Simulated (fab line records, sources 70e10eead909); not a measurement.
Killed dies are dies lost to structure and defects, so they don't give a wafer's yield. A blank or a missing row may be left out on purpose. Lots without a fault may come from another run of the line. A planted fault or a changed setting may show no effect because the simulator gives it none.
Chamber matching | flow nand_harc | NHARC_A_STAIRCASE_TRIM_220 on rie_diel-09: 4 sister chambers
The step chemistry O2, time 211.2 s. 8 wafers are shown with their chamber, then 9 later ones without.

WAFERS WITH THEIR CHAMBER
wafer  | chamber | showerhead_plenum_p_Torr (Torr) | oes_product_au (a.u.)
L078.5 | 3       | 3.67                            | 1.012
L082.5 | 1       | 3.59                            | 1.001
L083.2 | 0       | 3.32                            | 0.990
L083.3 | 2       | 3.53                            | 1.004
L083.5 | 3       | 3.66                            | 1.006
L093.4 | 0       | 3.30                            | 1.003
L093.5 | 2       | 3.51                            | 1.012
L093.6 | 1       | 3.57                            | 1.019

WAFERS WITHOUT THEIR CHAMBER
wafer  | showerhead_plenum_p_Torr (Torr) | oes_product_au (a.u.)
L095.3 | 3.30                            | 1.016
L095.4 | 3.51                            | 1.019
L095.6 | 3.56                            | 1.004
L095.1 | 3.64                            | 1.006
L095.2 | 3.56                            | 1.006
L095.5 | 3.30                            | 1.021
L097.3 | 3.50                            | 1.010
L097.5 | 3.56                            | 1.009
L097.6 | 3.50                            | 1.009

WHICH CHAMBER EACH WENT THROUGH
wafer  | from the rows above     | in truth
L095.3 | 0                       | 0
L095.4 | 2                       | 2
L095.6 | can't be placed: 1 or 2 | 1
L095.1 | 3                       | 3
L095.2 | can't be placed: 1 or 2 | 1
L095.5 | 0                       | 0
L097.3 | 2                       | 2
L097.5 | can't be placed: 1 or 2 | 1
L097.6 | 2                       | 2
Placed correctly: 6 of 9. Can't be placed from these rows: 3 (the true chamber is among the candidates in 3). Placed wrongly: 0.
How it was worked out, from the rows above alone: a wafer's distance from a chamber is the root of the sum, over the readings, of the square of ((its reading less the chamber's mean) divided by the reading's scatter). The wafer belongs to the nearest chamber; if the next one is less than 2 further off, it can't be placed. A chamber's mean is the mean of its shown wafers. The scatter: the root of (the sum of the squares of (reading less its chamber's mean) over the shown wafers, divided by (wafers less chambers)).
